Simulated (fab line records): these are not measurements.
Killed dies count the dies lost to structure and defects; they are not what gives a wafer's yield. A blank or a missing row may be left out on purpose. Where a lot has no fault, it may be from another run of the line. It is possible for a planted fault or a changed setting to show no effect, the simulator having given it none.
Split-lot trial | flow n5 finfet | 21 wafers read from 7 lots, route of 1938 steps

== SPLIT DETAILS ==
At N5_BEOL_M5_PECVD_70 (deposits SiO2 from TEOS/O2, target thk 16 nm, time 18 s), the setting temp c was moved away from the recipe's 400 C on 4 of the 21 wafers read, by -2.2% to +3.1%. The other wafers ran this setting at the recipe's value.

The split's own step is where the reading is taken.

== THE READING ==
SiO2_of_BEOL_M5_PECVD_70.thk nm (the simulator's own value, which no gauge read), in nm, at N5_BEOL_M5_PECVD_70 (deposits SiO2 from TEOS/O2, target thk 16 nm, time 18 s). There is no usual value for it anywhere in the file. Average 16.2 nm, standard deviation 0.21 nm, over the 17 wafers here run with the recipe.

wafer  | tool, chamber at the split | temp c as run, C | against the recipe | SiO2_of_BEOL_M5_PECVD_70.thk nm, nm | against lot-mates on the recipe
L075.1 | pecvd-01, 2                | 409.4            | +2.3%              | 15                                  | -1.4
L075.4 | pecvd-01, 2                | 400              | recipe             | 16.6                                | -
L075.5 | pecvd-01, 0                | 400              | recipe             | 16.2                                | -
L080.3 | pecvd-02, 1                | 400              | recipe             | 16                                  | -
L080.4 | pecvd-02, 2,1              | 400              | recipe             | 16.4                                | -
L080.6 | pecvd-02, 2,1              | 400              | recipe             | 16.4                                | -
L085.4 | pecvd-03, 1,2              | 400              | recipe             | 16                                  | -
L085.5 | pecvd-03, 1,2              | 400              | recipe             | 16                                  | -
L085.6 | pecvd-03, 0                | 391.3            | -2.2%              | 17                                  | +1.0
L083.3 | pecvd-02, 1                | 400              | recipe             | 16                                  | -
L083.5 | pecvd-02, 0                | 400              | recipe             | 16.4                                | -
L083.6 | pecvd-02, 2                | 405.8            | +1.4%              | 15.4                                | -0.8
L084.1 | pecvd-03, 2,0              | 400              | recipe             | 16.2                                | -
L084.5 | pecvd-03, 2,0              | 400              | recipe             | 16.2                                | -
L084.2 | pecvd-03, 0                | 400              | recipe             | 16                                  | -
L090.2 | pecvd-02, 1                | 400              | recipe             | 16.4                                | -
L090.6 | pecvd-02, 1                | 400              | recipe             | 16.4                                | -
L090.3 | pecvd-02, 2                | 412.3            | +3.1%              | 14.6                                | -1.8
L092.1 | pecvd-02, 2                | 400              | recipe             | 15.8                                | -
L092.2 | pecvd-02, 1                | 400              | recipe             | 16.2                                | -
L092.4 | pecvd-02, 0                | 400              | recipe             | 16.4                                | -
Where a row lists several chambers, the file gives one row for several wafers and doesn't say which wafer went through which chamber.

THE FIT
A straight line over all 21 wafers: SiO2_of_BEOL_M5_PECVD_70.thk nm changes by -0.485 nm for each +1% of temp c; r = -0.92; the points scatter about the line by 0.21 nm.
The same after taking each lot's own level away (the mean of its wafers on the recipe; 21 wafers): -0.553 nm for each +1%; r = -0.96; scatter 0.17 nm.
Per that fit: largest temp c move, reading shift of 1.7 nm.
Measured against the standard deviation above, the lots' own levels, which go from 16.00 to 16.40 nm, span 1.9 times it.
Thus the slope moves with the lot-to-lot level: the two fits are different.
Check: for one of the wafers moved furthest among these (+3.1%), held out of the fit, the line's prediction against its lot-mates is -1.66 nm. Against them it came out at -1.8 nm.

== FURTHER SPLITS ON THESE WAFERS ==
Other splits were also applied to these wafers ahead of the reading. Each is held against what the fit with the lots' levels taken away leaves over:
other split on the same wafers     | wafers away from the commonest value | r with SiO2_of_BEOL_M5_PECVD_70.thk nm (lot level and that fit taken away)
N5_BEOL_M2_COAT_22 spin rpm        | 5                                    | +0.08
N5_BEOL_M2_TRENCH_ETCH_37 source w | 6                                    | +0.06
N5_BEOL_M3_TRENCH_ETCH_37 bias w   | 8                                    | -0.38
N5_BEOL_M5_ILD_DEP_00 time s       | 7                                    | +0.28

== FILE'S OWN FIT ==
SiO2_of_BEOL_M5_PECVD_70.thk nm changes by -0.558 nm for each +1% of temp c, r = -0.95.
